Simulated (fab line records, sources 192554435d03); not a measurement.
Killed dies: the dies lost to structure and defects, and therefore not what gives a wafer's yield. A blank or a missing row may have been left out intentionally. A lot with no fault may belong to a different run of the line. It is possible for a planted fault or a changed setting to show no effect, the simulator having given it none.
fab line records	flow n5-finfet
record: lots: 6	wafers: 18	last-day: 18
route steps=1938 shown WELL_APT@20 PMOS_HMC_CHANNEL_EPI@57 BEOL_M4@1111 PASSIVATION@1936
lots that met no fault: from a run of the same line without faults
start-h: hours from the record's first day to the start of the lot's first wafer shown	wait-h: hours elapsed since this lot's preceding step	" as in the row above	L1.1+2: a single row standing in for several wafers	- value missing, or start not given	* or withheld: withheld	< > ~ a bound
route shown NAME@n: a module of which the file shows steps, and the number in the route of the first	usual: mean/standard deviation of fault-free wafers	same: alike in all rows	chamber/n: place in a boat	sites: the reading at each site	_std_site: how widely they spread, as a standard deviation	_edge_site: mean of outer sites minus mean of inner sites	radius-mm: for every site, how far away it sits from the centre of the wafer	mask NAME#n: copy n	behind: tool/chamber where the wafer was last shaped	hold: cause of the lot's hold/its duration in hours/its outcome	device: the transistor (n, p or np) that didn't switch	end of line: tests run on the same wafers once the route is complete	for a step that has no rows: nothing shown but its recipe	killed: not the wafer's yield, but the dies lost to structure and defects at the first sort	map: the dies of a wafer, with x for killed, . for not killed, _ for no die there
set.NAME: the setting the step ran with; set.NAME@STEP: the setting that earlier step ran with	model.NAME: the simulator's own value behind a step, which no gauge read
certain route steps with their lots: each step a table, each wafer a row
services: from which hour (start-h, from the record's first day; less than 0 if before it) a tool's chamber was out of use, for how many hours, and why
== steps ==
step: N5_WELL_APT_HMDS_01
recipe: time-s: 60	temp-c: 120
step: N5_WELL_APT_COAT_02
recipe: spin-rpm: 1357	resist-thk-nm: 950
step: N5_WELL_APT_EBR_04
recipe: solvent: PGMEA	ebr-width-mm: 1.5
step: N5_WELL_APT_SOFTBAKE_03
recipe: temp-c: 130	time-s: 60
step: N5_WELL_APT_EXPOSE_05
recipe: mask-id: NWELL	na: 0.8	source-shape: conventional	sigma-outer: 0.8	polarization: unpolarized	defocus-nm: 0	target-cd-nm: 200	dose-mj: 20.3
step: N5_WELL_APT_PEB_06
recipe: peb-temp-c: 130	peb-time-s: 90
step: N5_WELL_APT_DEVELOP_07
recipe: develop-time-s: 45	rinse-liquid: surfactant-rinse	dry: air-spin	dev-temp-c: 21
step: N5_WELL_APT_HARDBAKE_12
recipe: temp-c: 130	time-s: 120
step: N5_WELL_APT_CD_MEAS_08
recipe: target-cd-nm: 200	landing-energy-ev: 500	detector: se-inlens
usual: cd-nm: 199.4/2.1
lot.wafer	tool	chamber	start-h	wait-h	cd-nm
L900.1	cd-sem-02	0	19.81	-	200.0
L900.3	"	0	"	"	200.0
L900.4	"	0	"	"	200.2
L906.1	cd-sem-02	0	55.81	-	196.6
L906.4	"	0	"	"	197.9
L906.6	"	0	"	"	195.0
L907.1	cd-sem-02	0	61.70	-	197.8
L907.4	"	0	"	"	196.5
L907.5	"	0	"	"	198.7
L915.3	cd-sem-02	0	109.82	-	203.0
L915.4	"	0	"	"	197.6
L915.5	"	0	"	"	202.0
L918.1	cd-sem-01	0	127.96	-	199.6
L918.2	"	0	"	"	200.1
L918.3	"	0	"	"	201.1
L920.3	cd-sem-01	0	139.71	-	198.7
L920.5	"	0	"	"	193.8
L920.6	"	0	"	"	200.6
step: N5_WELL_APT_OVL_MEAS_09
recipe: points-per-wafer: 44
usual: NWELL_OVL: 1/5.6
lot.wafer	tool	chamber	start-h	wait-h	NWELL_OVL[nm]
L900.1	overlay-02	0	19.84	0.0	-3
L900.3	"	0	"	"	-6
L900.4	"	0	"	"	2
L906.1	overlay-01	0	55.84	0.0	-14
L906.4	"	0	"	"	0
L906.6	"	0	"	"	-3
L907.1	overlay-01	0	61.73	0.0	-1
L907.4	"	0	"	"	6
L907.5	"	0	"	"	2
L915.3	overlay-01	0	109.85	0.0	0
L915.4	"	0	"	"	9
L915.5	"	0	"	"	3
L918.1	overlay-01	0	127.99	0.0	4
L918.2	"	0	"	"	1
L918.3	"	0	"	"	5
L920.3	overlay-01	0	139.74	0.0	4
L920.5	"	0	"	"	2
L920.6	"	0	"	"	5
step: N5_WELL_APT_INSPECT_10
recipe: mode: adi	inspect-instrument: macro
usual: raw-defect-count: 2.1/1.3
lot.wafer	tool	chamber	start-h	wait-h	raw-defect-count
L900.1	defect-inspect-01	-	19.86	0.0	3
L900.3	"	-	"	"	2
L900.4	"	-	"	"	2
L906.1	defect-inspect-01	-	55.86	0.0	2
L906.4	"	-	"	"	2
L906.6	"	-	"	"	1
L907.1	defect-inspect-01	-	61.76	0.0	2
L907.4	"	-	"	"	3
L907.5	"	-	"	"	3
L915.3	defect-inspect-02	-	109.87	0.0	1
L915.4	"	-	"	"	3
L915.5	"	-	"	"	2
L918.1	defect-inspect-01	-	128.01	0.0	1
L918.2	"	-	"	"	1
L918.3	"	-	"	"	2
L920.3	defect-inspect-02	-	139.77	0.0	0
L920.5	"	-	"	"	2
L920.6	"	-	"	"	3
step: N5_WELL_APT_DESCUM_13
recipe: chemistry: O2	time-s: 7.9	source-power-w: 50	bias-power-w: 20	pressure-mtorr: 20	rf-frequency-hz: 2.712e+07	temp-c: 40	o2-flow-sccm: 225
usual: drypump-motor-current-A: 5.6/0.51	oes-product-au: 0.78/0.082	rf-vpp-V: 243.5/1.1	showerhead-plenum-p-Torr: 2.12/0.062	throttle-valve-pct: 20.4/0.33
lot.wafer	tool	chamber	start-h	wait-h	drypump-motor-current-A	oes-product-au	rf-hours-counter-h	rf-vpp-V	showerhead-plenum-p-Torr	throttle-valve-pct
L900.1	rie-diel-02	0	19.92	0.1	6.1	0.73	162	243.3	2.20	20.9
L900.3	"	3	"	"	5.3	0.71	199	245.0	2.18	20.8
L900.4	"	2	"	"	5.1	0.74	139	245.4	2.19	20.5
L906.1	rie-diel-06	1	55.89	0.0	6.5	0.92	34	244.9	2.14	19.9
L906.4	"	0	"	"	5.3	0.78	134	244.5	2.16	20.4
L906.6	"	3	"	"	4.8	0.72	-	242.3	2.06	20.2
L907.1	rie-diel-05	0	61.80	0.0	6.3	0.84	80	241.7	2.00	20.0
L907.4	"	3	"	"	5.6	0.72	197	243.3	2.18	20.5
L907.5	"	3	"	"	5.6	0.72	-	244.3	2.18	20.5
L915.3	rie-diel-06	3	109.90	0.0	4.8	0.97	9	243.0	2.06	19.9
L915.4	"	2	"	"	5.5	0.69	240	244.2	2.16	20.6
L915.5	"	1	"	"	6.5	0.89	-	242.5	2.13	19.9
L918.1	rie-diel-05	2	128.12	0.1	5.9	0.87	38	241.4	2.05	20.2
L918.2	"	3	"	"	5.6	0.70	218	244.7	2.17	20.5
L918.3	"	1	"	"	4.9	0.73	166	242.6	2.09	20.2
L920.3	rie-diel-06	1	139.94	0.2	6.4	0.86	61	243.6	2.13	20.0
L920.5	"	3	"	"	4.8	0.94	-	243.4	2.06	19.9
L920.6	"	2	"	"	5.4	0.68	-	244.5	2.15	20.6
step: N5_WELL_APT_IMPLANT_14
recipe: species: P	energy-kev: 160	dose-cm2: 1.5e+13	tilt-deg: 0	rotation-deg: 0
usual: dose-ions-cm2: 1.4998e+13/1.6e+10	faraday-current-uA: 190/3.7
lot.wafer	tool	chamber	start-h	wait-h	dose-ions-cm2	faraday-current-uA
L900.1	implanter-01	0	20.01	0.1	1.5e+13	186
L900.3	"	0	"	"	1.5007e+13	185
L900.4	"	0	"	"	1.5008e+13	186
L906.1	implanter-01	0	55.99	0.1	6.191e+12	79
L906.4	"	0	"	"	6.186e+12	78
L906.6	"	0	"	"	6.211e+12	78
L907.1	implanter-01	0	61.90	0.1	6.232e+12	76
L907.4	"	0	"	"	6.234e+12	79
L907.5	"	0	"	"	6.207e+12	76
L915.3	implanter-02	0	110.06	0.1	1.5017e+13	191
L915.4	"	0	"	"	1.5006e+13	193
L915.5	"	0	"	"	1.4986e+13	185
L918.1	implanter-02	0	128.22	0.1	1.5006e+13	183
L918.2	"	0	"	"	1.5023e+13	194
L918.3	"	0	"	"	1.5019e+13	193
L920.3	implanter-02	0	140.10	0.1	1.5013e+13	192
L920.5	"	0	"	"	1.4984e+13	190
L920.6	"	0	"	"	1.5006e+13	190
step: N5_WELL_APT_IMPLANT_15
recipe: species: As	energy-kev: 25	dose-cm2: 1.5e+13	tilt-deg: 0	rotation-deg: 0
step: N5_WELL_APT_STRIP_16
recipe: chemistry: SPM	time-s: 900	temp-c: 130	h2so4-h2o2-vol-ratio: 4	dry: ipa-marangoni
step: N5_WELL_APT_HMDS_18
recipe: time-s: 60	temp-c: 120
step: N5_WELL_APT_COAT_19
recipe: spin-rpm: 1357	resist-thk-nm: 950
step: N5_WELL_APT_EBR_21
recipe: solvent: PGMEA	ebr-width-mm: 1.5
step: N5_WELL_APT_SOFTBAKE_20
recipe: temp-c: 130	time-s: 60
step: N5_WELL_APT_EXPOSE_22
recipe: mask-id: PWELL	na: 0.8	source-shape: conventional	sigma-outer: 0.8	polarization: unpolarized	defocus-nm: 0	target-cd-nm: 200	dose-mj: 23.2
step: N5_WELL_APT_PEB_23
recipe: peb-temp-c: 130	peb-time-s: 90
step: N5_WELL_APT_DEVELOP_24
recipe: develop-time-s: 45	rinse-liquid: surfactant-rinse	dry: air-spin	dev-temp-c: 21
step: N5_WELL_APT_HARDBAKE_29
recipe: temp-c: 130	time-s: 120
step: N5_WELL_APT_CD_MEAS_25
recipe: target-cd-nm: 200	landing-energy-ev: 500	detector: se-inlens
usual: cd-nm: 200.2/2.6
lot.wafer	tool	chamber	start-h	wait-h	cd-nm
L900.1	cd-sem-01	0	21.07	-	196.8
L900.3	"	0	"	"	197.3
L900.4	"	0	"	"	195.2
L906.1	cd-sem-02	0	56.93	-	200.1
L906.4	"	0	"	"	201.5
L906.6	"	0	"	"	201.2
L907.1	cd-sem-02	0	62.95	-	201.9
L907.4	"	0	"	"	203.7
L907.5	"	0	"	"	202.3
L915.3	cd-sem-02	0	110.96	-	201.8
L915.4	"	0	"	"	199.5
L915.5	"	0	"	"	198.8
L918.1	cd-sem-02	0	129.53	-	202.4
L918.2	"	0	"	"	201.0
L918.3	"	0	"	"	197.8
L920.3	cd-sem-02	0	141.12	-	201.7
L920.5	"	0	"	"	200.7
L920.6	"	0	"	"	200.4
step: N5_WELL_APT_OVL_MEAS_26
recipe: points-per-wafer: 44
usual: PWELL_OVL: 0/5.6
lot.wafer	tool	chamber	start-h	wait-h	PWELL_OVL[nm]
L900.1	overlay-01	0	21.10	0.0	-7
L900.3	"	0	"	"	2
L900.4	"	0	"	"	-3
L906.1	overlay-02	0	56.96	0.0	3
L906.4	"	0	"	"	-7
L906.6	"	0	"	"	-4
L907.1	overlay-02	0	62.98	0.0	3
L907.4	"	0	"	"	4
L907.5	"	0	"	"	-2
L915.3	overlay-01	0	110.99	0.0	0
L915.4	"	0	"	"	-5
L915.5	"	0	"	"	-1
L918.1	overlay-01	0	129.56	0.0	5
L918.2	"	0	"	"	-8
L918.3	"	0	"	"	-3
L920.3	overlay-02	0	141.15	0.0	0
L920.5	"	0	"	"	1
L920.6	"	0	"	"	3
step: N5_WELL_APT_INSPECT_27
recipe: mode: adi	inspect-instrument: macro
usual: raw-defect-count: 1.9/1.5
lot.wafer	tool	chamber	start-h	wait-h	raw-defect-count
L900.1	defect-inspect-01	-	21.13	0.0	4
L900.3	"	-	"	"	4
L900.4	"	-	"	"	5
L906.1	defect-inspect-02	-	56.98	0.0	1
L906.4	"	-	"	"	3
L906.6	"	-	"	"	1
L907.1	defect-inspect-01	-	63.01	0.0	2
L907.4	"	-	"	"	3
L907.5	"	-	"	"	2
L915.3	defect-inspect-02	-	111.01	0.0	2
L915.4	"	-	"	"	0
L915.5	"	-	"	"	1
L918.1	defect-inspect-01	-	129.58	0.0	0
L918.2	"	-	"	"	1
L918.3	"	-	"	"	3
L920.3	defect-inspect-02	-	141.18	0.0	1
L920.5	"	-	"	"	3
L920.6	"	-	"	"	1
step: N5_WELL_APT_DESCUM_30
recipe: chemistry: O2	time-s: 7.9	source-power-w: 50	bias-power-w: 20	pressure-mtorr: 20	rf-frequency-hz: 2.712e+07	temp-c: 40	o2-flow-sccm: 225
usual: drypump-motor-current-A: 5.6/0.5	oes-product-au: 0.77/0.078	rf-vpp-V: 243.7/1.1	showerhead-plenum-p-Torr: 2.13/0.061	throttle-valve-pct: 20.4/0.33
lot.wafer	tool	chamber	start-h	wait-h	drypump-motor-current-A	oes-product-au	rf-hours-counter-h	rf-vpp-V	showerhead-plenum-p-Torr	throttle-valve-pct
L900.1	rie-diel-02	1	21.16	0.0	5.8	0.83	78	243.5	2.14	20.7
L900.3	"	3	"	"	5.3	0.70	199	244.3	2.18	20.8
L900.4	"	0	"	"	6.1	0.74	162	244.3	2.20	20.9
L906.1	rie-diel-02	0	57.01	0.0	6.2	0.72	174	245.0	2.19	20.9
L906.4	"	3	"	"	5.3	0.70	207	244.9	2.18	20.8
L906.6	"	3	"	"	5.3	0.70	-	243.4	2.18	20.8
L907.1	rie-diel-02	2	63.25	0.2	5.1	0.73	155	243.2	2.18	20.6
L907.4	"	1	"	"	5.7	0.80	93	242.2	2.14	20.8
L907.5	"	0	"	"	6.2	0.73	-	245.0	2.19	20.9
L915.3	rie-diel-05	3	111.55	0.5	5.6	0.71	214	243.6	2.17	20.5
L915.4	"	1	"	"	4.9	0.73	162	242.7	2.09	20.1
L915.5	"	3	"	"	5.6	0.71	-	244.0	2.17	20.5
L918.1	rie-diel-05	1	129.62	0.0	4.9	0.72	167	242.5	2.09	20.2
L918.2	"	0	"	"	6.3	0.81	100	242.2	1.99	20.0
L918.3	"	3	"	"	5.6	0.70	218	242.8	2.17	20.5
L920.3	rie-diel-06	0	141.31	0.1	5.3	0.76	164	244.2	2.14	20.4
L920.5	"	2	"	"	5.4	0.68	-	244.0	2.15	20.6
L920.6	"	1	"	"	6.5	0.86	-	243.7	2.13	20.0
step: N5_WELL_APT_IMPLANT_31
recipe: species: B	energy-kev: 60	dose-cm2: 1.5e+13	tilt-deg: 0	rotation-deg: 0
step: N5_WELL_APT_IMPLANT_32
recipe: species: BF2	energy-kev: 50	dose-cm2: 2e+13	tilt-deg: 0	rotation-deg: 0
step: N5_WELL_APT_STRIP_33
recipe: chemistry: SPM	time-s: 900	temp-c: 130	h2so4-h2o2-vol-ratio: 4	dry: ipa-marangoni
step: N5_WELL_APT_RTA_34
recipe: temp-c: 1000	time-s: 10	ambient: N2	idle-temp-c: 600	ramp-up-c-per-s: 150	ramp-down-c-per-s: 60	cool-to-c: 600
usual: lamp-power-pct: 13.01/0.052	lamp_zone_7_pct: 13.422/0.028	wafer_temp_C_max: 1003.4/0.98
lot.wafer	tool	chamber	start-h	wait-h	lamp-power-pct	lamp_zone_7_pct	wafer_temp_C_max
L900.1	rtp-anneal-01	0	21.92	0.0	12.99	13.447	1002.6
L900.3	"	0	"	"	13.11	13.447	1003.6
L900.4	"	0	"	"	13.05	13.410	1005.0
L906.1	rtp-anneal-01	0	57.79	0.0	12.98	13.428	1004.0
L906.4	"	0	"	"	12.94	13.433	1003.6
L906.6	"	0	"	"	13.00	13.411	1002.6
L907.1	rtp-anneal-01	0	64.01	0.0	13.07	13.360	1003.3
L907.4	"	0	"	"	13.02	13.456	1004.6
L907.5	"	0	"	"	13.02	13.447	1002.5
L915.3	rtp-anneal-02	0	112.35	0.1	13.00	13.408	1001.8
L915.4	"	0	"	"	13.01	13.459	1002.7
L915.5	"	0	"	"	13.10	13.423	1004.0
L918.1	rtp-anneal-01	0	130.45	0.1	13.01	13.449	1002.3
L918.2	"	0	"	"	12.99	13.442	1002.9
L918.3	"	0	"	"	12.98	13.390	1003.9
L920.3	rtp-anneal-02	0	142.18	0.1	13.05	13.431	1002.6
L920.5	"	0	"	"	12.98	13.443	1003.2
L920.6	"	0	"	"	13.06	13.364	1004.1
step: N5_WELL_APT_OXIDE_STRIP_42
recipe: chemistry: dHF	dilution: 25:1	time-s: 45	temp-c: 25	target: SiO2	target-depth-a: 120
step: N5_WELL_APT_PRECLEAN_36
recipe: chemistry: O3/DIW	time-s: 45	temp-c: 22	o3-ppm: 10
step: N5_WELL_APT_PRECLEAN_39
recipe: chemistry: dHF	time-s: 60	dilution: 150:1	temp-c: 25
step: N5_WELL_APT_SRD_37
recipe: dry: ipa-marangoni	do-ppb: 5	time-s: 30	temp-c: 23	rinse-liquid: diw
step: N5_WELL_APT_EPI_41
recipe: material: Si	target-thk-a: 500	temp-c: 650	precursor: SiH4/H2	pressure-torr: 20	time-s: 297.7
usual: lamp-inner-pct: 15.3/1.6	throttle-valve-pct: 11.2/0.35
lot.wafer	tool	chamber	start-h	wait-h	lamp-inner-pct	throttle-valve-pct
L900.1	epi-rpcvd-03	0	22.16	0.0	13.8	10.8
L900.3	"	0	"	"	13.7	10.9
L900.4	"	0	"	"	13.9	10.7
L906.1	epi-rpcvd-03	0	58.03	0.0	13.7	11.1
L906.4	"	0	"	"	13.6	11.0
L906.6	"	0	"	"	13.7	11.0
L907.1	epi-rpcvd-03	0	64.25	0.0	13.7	10.9
L907.4	"	0	"	"	13.8	11.2
L907.5	"	0	"	"	13.7	10.9
L915.3	epi-rpcvd-02	0	112.75	0.2	17.6	11.5
L915.4	"	0	"	"	17.4	11.6
L915.5	"	0	"	"	17.3	11.6
L918.1	epi-rpcvd-03	0	130.68	0.0	13.8	11.0
L918.2	"	0	"	"	13.9	10.7
L918.3	"	0	"	"	13.6	11.1
L920.3	epi-rpcvd-02	0	142.58	0.2	17.2	11.9
L920.5	"	0	"	"	17.4	11.6
L920.6	"	0	"	"	17.4	11.7
step: N5_WELL_APT_INSPECT_38
recipe: inspect-instrument: darkfield	mode: post-epi
usual: raw-defect-count: 14/5.3
lot.wafer	tool	chamber	start-h	wait-h	raw-defect-count
L900.1	defect-inspect-01	-	22.80	0.5	11
L900.3	"	-	"	"	12
L900.4	"	-	"	"	12
L906.1	defect-inspect-02	-	58.68	0.6	8
L906.4	"	-	"	"	17
L906.6	"	-	"	"	12
L907.1	defect-inspect-02	-	64.89	0.5	14
L907.4	"	-	"	"	9
L907.5	"	-	"	"	10
L915.3	defect-inspect-01	-	113.19	0.3	14
L915.4	"	-	"	"	14
L915.5	"	-	"	"	19
L918.1	defect-inspect-01	-	131.32	0.5	11
L918.2	"	-	"	"	18
L918.3	"	-	"	"	20
L920.3	defect-inspect-02	-	143.01	0.3	12
L920.5	"	-	"	"	18
L920.6	"	-	"	"	16
step: N5_PMOS_HMC_CHANNEL_EPI_HM_DEP_34
recipe: material: SiO2	target-thk-a: 360	temp-c: 400	precursor: TEOS/O2	pressure-torr: 6.5	rf-w: 900	teos-flow-sccm: 161.4	gas: O2	flow-sccm: 2650	time-s: 6.9
usual: heater-power-w: 582/100	showerhead-plenum-p-Torr: 8.36/0.031	throttle-valve-pct: 18.6/0.98
lot.wafer	tool	chamber	start-h	wait-h	heater-power-w	showerhead-plenum-p-Torr	throttle-valve-pct
L900.1	pecvd-02	0	22.84	0.0	548	8.36	18.1
L900.3	"	1	"	"	737	8.37	18.9
L900.4	"	1	"	"	729	8.37	18.6
L906.1	pecvd-04	0	58.72	0.0	631	8.33	19.6
L906.4	"	1	"	"	366	8.35	20.3
L906.6	"	0	"	"	641	8.33	19.5
L907.1	pecvd-04	0	64.92	0.0	643	8.32	19.7
L907.4	"	1	"	"	424	8.36	20.2
L907.5	"	2	"	"	468	8.35	17.3
L915.3	pecvd-04	1	113.22	0.0	388	8.34	20.5
L915.4	"	0	"	"	568	8.32	19.7
L915.5	"	2	"	"	481	8.35	17.3
L918.1	pecvd-03	0	131.36	0.0	582	8.33	18.3
L918.2	"	1	"	"	734	8.34	17.8
L918.3	"	0	"	"	589	8.34	17.8
L920.3	pecvd-02	1	143.05	0.0	743	8.36	18.7
L920.5	"	0	"	"	564	8.36	17.9
L920.6	"	2	"	"	529	8.43	18.3
step: N5_PMOS_HMC_CHANNEL_EPI_COAT_31
recipe: resist: BARC	temp-c: 205	time-s: 60	spin-rpm: 1500	resist-thk-nm: 66
step: N5_PMOS_HMC_CHANNEL_EPI_COAT_03
recipe: resist: CAR-ArF-block	spin-rpm: 1500	resist-thk-nm: 205
step: N5_PMOS_HMC_CHANNEL_EPI_EBR_05
recipe: solvent: PGMEA	ebr-width-mm: 1.5
step: N5_PMOS_HMC_CHANNEL_EPI_SOFTBAKE_04
recipe: temp-c: 110	time-s: 60	resist: CAR-ArF-block
step: N5_BEOL_M4_RC_MEAS_101
usual: DIBL_N: 36.5/2.2	DIBL_P: 36.9/2.9	IOFF_N: 0.17/0.044	IOFF_P: 0.22/0.052	ION_N: 671/16	ION_P: 461/10	RS_NWELL: 1036/7.6	SS_N: 71.6/0.73	SS_P: 73.5/0.79	VT_N: 250/4.1	VT_P: -250/4.1
lot.wafer	tool	chamber	start-h	wait-h	DIBL_N[mV/V]	DIBL_P[mV/V]	IOFF_N[nA/um]	IOFF_P[nA/um]	ION_N[uA/um]	ION_P[uA/um]	RS_NWELL[ohm/sq]	SS_N[mV/dec]	SS_P[mV/dec]	VT_N[mV]	VT_P[mV]
L900.1	prober-02	0	196.37	0.0	34.3	33.6	0.11	0.16	662	454	1030	71.5	72.3	253	-252
L900.3	"	0	"	"	39.4	41.3	0.24	0.30	691	467	1038	72.9	73.6	245	-245
L900.4	"	0	"	"	34.4	34.4	0.12	0.19	660	456	1035	70.8	73.4	253	-251
L907.1	prober-01	0	242.65	0.0	32.0	31.8	0.10	0.14	651	451	1701	70.6	72.5	255	-256
L907.4	"	0	"	"	35.1	36.3	0.14	0.19	669	458	1696	71.9	73.4	251	-255
L907.5	"	0	"	"	35.2	36.5	0.14	0.21	673	462	1710	71.9	72.9	251	-249
L915.3	prober-02	0	287.28	0.3	35.0	33.6	0.13	0.18	681	466	1036	71.2	72.6	251	-250
L915.4	"	0	"	"	39.6	39.2	0.24	0.27	695	468	1031	72.1	74.2	243	-248
L915.5	"	0	"	"	36.3	35.6	0.17	0.21	690	476	1046	71.6	73.1	248	-251
L918.1	prober-02	0	296.85	0.0	38.8	40.5	0.21	0.25	686	460	1039	72.5	73.7	245	-250
L918.2	"	0	"	"	36.8	38.2	0.19	0.23	680	465	1017	71.8	73.5	244	-248
L918.3	"	0	"	"	37.6	38.7	0.19	0.23	680	464	1034	71.8	73.1	246	-248
L920.3	prober-02	0	318.53	0.3	41.2	40.4	0.23	0.27	689	464	1034	72.2	74.5	246	-247
L920.5	"	0	"	"	36.9	34.8	0.13	0.17	645	441	1045	71.2	73.5	254	-253
L920.6	"	0	"	"	38.1	36.7	0.14	0.20	657	452	1028	71.9	73.2	254	-252
step: N5_PASSIVATION_PROBE_49
usual: defect-limited-yield: 91.3/1.4	killed_at_M0_to_M3: 36/10	killed_at_M4_up: 13/5.4	killed-at-contacts: 12/5.3	killed-at-front-end: 39/10	killed-at-other: 3.2/2.7	killed-dies: 103/16	killed-on-rim: 13/4	killed-open: 68/13	killed-short: 33/6.6	sort_bin_4_leakage: 0.01/0.031	sort_bin_5_function: 5.1/0.92	sort_bin_6_memory: 3.3/0.68	sort_bin_8_speed: 0.1/0.41	sort-n-pass: 1077/17	sort-yield-pct: 91.2/1.4
same: gross-dies: 1180	killed-at-back-side: 0
lot.wafer	tool	chamber	start-h	wait-h	defect-limited-yield[%]	killed_at_M0_to_M3	killed_at_M4_up	killed-at-contacts	killed-at-front-end	killed-at-other	killed-dies	killed-on-rim	killed-open	killed-short	sort_bin_4_leakage[%]	sort_bin_5_function[%]	sort_bin_6_memory[%]	sort_bin_8_speed[%]	sort-n-pass	sort-yield-pct[%]
L900.1	prober-02	-	307.74	0.0	92.1	26	22	11	28	6	93	12	67	26	0	4.5	3.2	0	1087	92.1
L900.3	prober-02	-	307.84	0.1	91.9	23	9	14	45	5	96	10	63	32	0	4.4	3.6	0	1084	91.9
L900.4	prober-02	-	307.89	0.2	90.4	32	22	11	45	3	113	13	81	32	0	5.5	3.6	0	1067	90.4
L907.1	prober-01	-	349.49	0.8	91.5	15	14	12	58	1	100	12	67	32	0	4.9	3.4	0	1080	91.5
L907.4	prober-01	-	349.64	0.9	91.3	28	12	10	52	1	103	10	76	26	0	5.5	2.9	0.1	1077	91.3
L907.5	prober-01	-	349.69	1.0	94.5	9	10	11	33	2	65	10	44	20	0	3.2	1.9	0.1	1115	94.5
L918.1	prober-02	-	412.14	0.0	90.8	45	15	6	40	2	108	14	67	37	0	5.8	3.1	0	1072	90.8
L918.2	prober-02	-	412.19	0.1	91.9	47	8	11	24	6	96	17	61	35	0	4.4	3.3	0	1084	91.9
L920.3	prober-01	-	430.82	0.1	93.5	28	11	5	32	1	77	10	43	34	0	4.5	1.9	0	1103	93.5
L920.6	prober-01	-	430.97	0.3	92.3	33	9	11	35	3	91	10	56	28	0	4.3	2.6	0	1089	92.3
killed by level:class
L900.1 BEOL_M4:geometric-particle:open=11 MOL_CONTACT_COAG:geometric-particle:open=9 BEOL_M0_SAQP:geometric-particle:open=8 DUMMY_GATE:geometric-particle:open=6 PASS1_CAP:geometric-particle:short=4 BEOL_M2:geometric-particle:open=4 BEOL_M3:geometric-particle:open=4 STARTING-WAFER:geometric-particle:open=4
L900.3 MOL_CONTACT_COAG:geometric-particle:open=12 STI_FIN_REVEAL:geometric-particle:open=11 FIN_SAQP:geometric-particle:short=7 BEOL_M0_SAQP:geometric-particle:short=6 BEOL_M0_SAQP:geometric-particle:open=6 BEOL_M1:geometric-particle:open=6 ILD0:geometric-particle:open=5 GATE_CUT:geometric-particle:open=4
L900.4 STI_FIN_REVEAL:geometric-particle:open=11 BEOL_M0_SAQP:geometric-particle:short=10 DUMMY_GATE:geometric-particle:open=9 MOL_CONTACT_COAG:geometric-particle:open=9 BEOL_M4:geometric-particle:open=9 FIN_SAQP:geometric-particle:open=6 BEOL_M1:geometric-particle:open=6 BEOL_M0_SAQP:geometric-particle:open=6
L907.1 FIN_SAQP:geometric-particle:open=18 FIN_SAQP:geometric-particle:short=11 MOL_CONTACT_COAG:geometric-particle:open=10 BEOL_M4:geometric-particle:open=7 DUMMY_GATE:geometric-particle:open=6 ILD0:geometric-particle:short=5 STI_FIN_REVEAL:geometric-particle:open=4 GATE_CUT:geometric-particle:open=4
L907.4 FIN_SAQP:geometric-particle:open=13 STI_FIN_REVEAL:geometric-particle:open=13 MOL_CONTACT_COAG:geometric-particle:open=8 BEOL_M0_SAQP:geometric-particle:short=8 ILD0:geometric-particle:open=7 BEOL_M2:geometric-particle:open=7 BEOL_M1:geometric-particle:open=6 BEOL_M5:geometric-particle:open=4
L907.5 FIN_SAQP:geometric-particle:open=10 MOL_CONTACT_COAG:geometric-particle:open=10 ILD0:geometric-particle:short=6 FIN_SAQP:geometric-particle:short=4 STI_FIN_REVEAL:geometric-particle:open=4 DUMMY_GATE:geometric-particle:open=4 BEOL_M0_SAQP:geometric-particle:short=3 BEOL_M5:geometric-particle:open=3
L918.1 BEOL_M1:geometric-particle:open=13 BEOL_M3:geometric-particle:open=13 FIN_SAQP:geometric-particle:short=9 FIN_SAQP:geometric-particle:open=9 BEOL_M4:geometric-particle:open=8 STI_FIN_REVEAL:geometric-particle:open=6 BEOL_M2:geometric-particle:short=5 BEOL_M0_SAQP:geometric-particle:short=4
L918.2 BEOL_M0_SAQP:geometric-particle:short=12 BEOL_M0_SAQP:geometric-particle:open=11 MOL_CONTACT_COAG:geometric-particle:open=8 BEOL_M2:geometric-particle:short=7 BEOL_M2:geometric-particle:open=6 BEOL_M3:geometric-particle:open=5 FIN_SAQP:geometric-particle:open=4 ILD0:geometric-particle:open=4
L920.3 BEOL_M0_SAQP:geometric-particle:short=9 BEOL_M0_SAQP:geometric-particle:open=8 ILD0:geometric-particle:short=6 BEOL_M1:geometric-particle:open=6 FIN_SAQP:geometric-particle:open=5 GATE_CUT:geometric-particle:short=5 FIN_SAQP:geometric-particle:short=4 ILD0:geometric-particle:open=4
L920.6 MOL_CONTACT_COAG:geometric-particle:open=10 BEOL_M1:geometric-particle:open=10 BEOL_M0_SAQP:geometric-particle:short=9 STI_FIN_REVEAL:geometric-particle:open=7 ILD0:geometric-particle:open=6 BEOL_M0_SAQP:geometric-particle:open=6 HKMG_FIN:area-etch=6 BEOL_M1:geometric-particle:short=5
== services ==
tool	chamber	start-h	hours	kind
rie-diel-05	2	0.09	-	clean
rie-diel-05	2	0.09	-	consumable-replace:focus-ring
rie-diel-05	2	0.09	17.7	scheduled-down
rie-diel-05	2	0.09	17.7	vent-cycle
rie-diel-05	-	5.20	0.2	repair
pecvd-04	0	6.16	5.5	scheduled-down
rie-diel-02	3	24.79	6.3	repair
pecvd-03	0	25.92	13.7	repair
rie-diel-05	3	39.99	7.1	repair
rie-diel-02	3	42.32	4.4	repair
rie-diel-06	-	46.53	2.8	pm
implanter-02	-	54.57	2.7	repair
rie-diel-06	3	61.57	-	clean
rie-diel-06	3	61.57	-	consumable-replace:focus-ring
rie-diel-06	3	61.57	14.3	scheduled-down
rie-diel-06	3	61.57	14.3	vent-cycle
pecvd-03	1	76.77	5.0	repair
rtp-anneal-01	-	83.50	4.2	pm
rie-diel-06	3	89.22	5.0	repair
pecvd-04	2	96.11	9.0	repair
pecvd-03	-	96.70	1.1	repair
pecvd-02	-	114.96	5.5	pm
rie-diel-05	1	121.32	1.8	repair
pecvd-04	-	125.96	1.0	repair
== key ==
first-sign: step: N5_WELL_APT_IMPLANT_14	reading: dose-ions-cm2	direction: down	sigmas: 99+	usual: 1.4998e+13	struck: 6.21e+12
effect: step: N5_WELL_APT_IMPLANT_14	reading: faraday-current-uA	direction: down	sigmas: 30	usual: 190	struck: 78
effect: step: N5_BEOL_M4_RC_MEAS_101	reading: RS_NWELL	direction: up	sigmas: 88	usual: 1036	struck: 1702
met-at N5_WELL_APT_IMPLANT_14
struck-wafers L906.1,L906.4,L906.6,L907.1,L907.4,L907.5
rows-end L906.1,L906.4,L906.6
onset-between 20.01 55.99
fault: kind: process-parameter-drift	tool: implanter-01	chamber: -	onset-h: 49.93	steps: N5_WELL_APT_IMPLANT_14	channel: dose-cm2	offset: -8.7994e+12	shape: step	acts-in: these-recipes-only	stated: 1.5e+13
rows-end: these wafers met a further fault down the route, and their rows from its step on are left out
